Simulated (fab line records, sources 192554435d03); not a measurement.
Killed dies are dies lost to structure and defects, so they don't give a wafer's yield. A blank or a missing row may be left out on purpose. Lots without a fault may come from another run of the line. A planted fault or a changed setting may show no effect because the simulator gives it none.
Split-lot experiment | flow n5_finfet | 7 lots, 21 wafers read, on a route of 1938 steps

THE SPLIT
At N5_BEOL_M6_ILD_DEP_00 (deposits SiCOH lowk from DEMS/porogen, target thk 179.75 nm, time 33.4 s), the setting temp_c was moved away from the recipe's 300 C on 6 of the 21 wafers read, by -1.8% to +1.9%. The other wafers ran this setting at the recipe's value.

FROM THE SPLIT TO THE READING: what the file shows between them, 1 step
- N5_BEOL_M6_CURE_74: cures SiCOH lowk, time 240 s

THE READING
M6_ILD_THK, in nm, at N5_BEOL_M6_THK_MEAS_01. Fault-free wafers of this fab line usually give 155.7 nm, standard deviation 2.1 nm.

wafer  | tool, chamber at the split | temp_c as run, C | against the recipe | M6_ILD_THK, nm | against lot-mates on the recipe
L075.2 | pecvd-04, 0                | 305.7            | +1.9%              | 150.7          | -6.4
L075.5 | pecvd-04, 0                | 300              | recipe             | 157.6          | -
L075.6 | pecvd-04, 2                | 300              | recipe             | 156.5          | -
L081.1 | pecvd-02, 0                | 300              | recipe             | 153.4          | -
L081.2 | pecvd-02, 1                | 300              | recipe             | 154.7          | -
L081.5 | pecvd-02, 2                | 300              | recipe             | 155.1          | -
L086.2 | pecvd-04, 1                | 300              | recipe             | 156.2          | -
L086.3 | pecvd-04, 0                | 300              | recipe             | 157.4          | -
L086.6 | pecvd-04, 1                | 300              | recipe             | 157.8          | -
L084.2 | pecvd-01, 0                | 300              | recipe             | 151.3          | -
L084.3 | pecvd-01, 0                | 295.5            | -1.5%              | 158.4          | +7.1
L084.6 | pecvd-01, 1                | 295.5            | -1.5%              | 155.6          | +4.3
L091.2 | pecvd-01, 2                | 300              | recipe             | 152.9          | -
L091.3 | pecvd-01, 2                | 300              | recipe             | 153.2          | -
L091.5 | pecvd-01, 1                | 300              | recipe             | 154.9          | -
L090.2 | pecvd-04, 2                | 294.7            | -1.8%              | 161.1          | +1.8
L090.5 | pecvd-04, 2                | 294.7            | -1.8%              | 162.7          | +3.4
L090.6 | pecvd-04, 0                | 300              | recipe             | 159.3          | -
L097.1 | pecvd-04, 2                | 297.1            | -1.0%              | 159.4          | +3.2
L097.2 | pecvd-04, 0                | 300              | recipe             | 155.4          | -
L097.4 | pecvd-04, 1                | 300              | recipe             | 156.9          | -

THE FIT
A straight line over all 21 wafers: M6_ILD_THK changes by -2.61 nm for each +1% of temp_c; r = -0.71; the points scatter about the line by 2.2 nm.
The same after taking each lot's own level away (the mean of its wafers on the recipe; 21 wafers): -2.75 nm for each +1%; r = -0.88; scatter 1.2 nm.
On that fit, the largest move of temp_c shifts the reading by 5.2 nm.
The lots' own levels span 151.30 to 159.30 nm, that is 3.8 times the standard deviation above.
So the lot-to-lot level blurs the effect unless lot-mates are compared.
Check: with one of the wafers moved furthest among these (+1.9%) left out of the fit, the line predicts -4.65 nm for it against its lot-mates. It came out at -6.35 nm against them.

OTHER SPLITS ON THESE WAFERS
These wafers also went through other splits before the reading. Each is held against what the fit with the lots' levels taken away leaves over:
other split on the same wafers | wafers away from the commonest value | r with M6_ILD_THK (lot level and that fit taken away)
N5_BEOL_M5_EXPOSE_08 dose_mj   | 7                                    | +0.11

THE WHOLE CHAIN: every reading that the file lists as answering this split, in the file's order
step                   | what it does                                                             | reading                                                                                  | change (the file's fit)              | r (the file's)
N5_BEOL_M6_ILD_DEP_00  | deposits SiCOH lowk from DEMS/porogen, target thk 179.75 nm, time 33.4 s | SiCOH_lowk_of_BEOL_M6_ILD_DEP_00.thk_nm (the simulator's own value, which no gauge read) | -3.21 nm for each +1% of the setting | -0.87
N5_BEOL_M6_CURE_74     | cures SiCOH lowk, time 240 s                                             | SiCOH_lowk_of_BEOL_M6_ILD_DEP_00.thk_nm (the simulator's own value, which no gauge read) | -2.83 nm for each +1% of the setting | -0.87
N5_BEOL_M6_THK_MEAS_01 |                                                                          | M6_ILD_THK                                                                               | -2.86 for each +1% of the setting    | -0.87

THE FILE'S OWN FIT
M6_ILD_THK changes by -2.86 nm for each +1% of temp_c, r = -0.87.
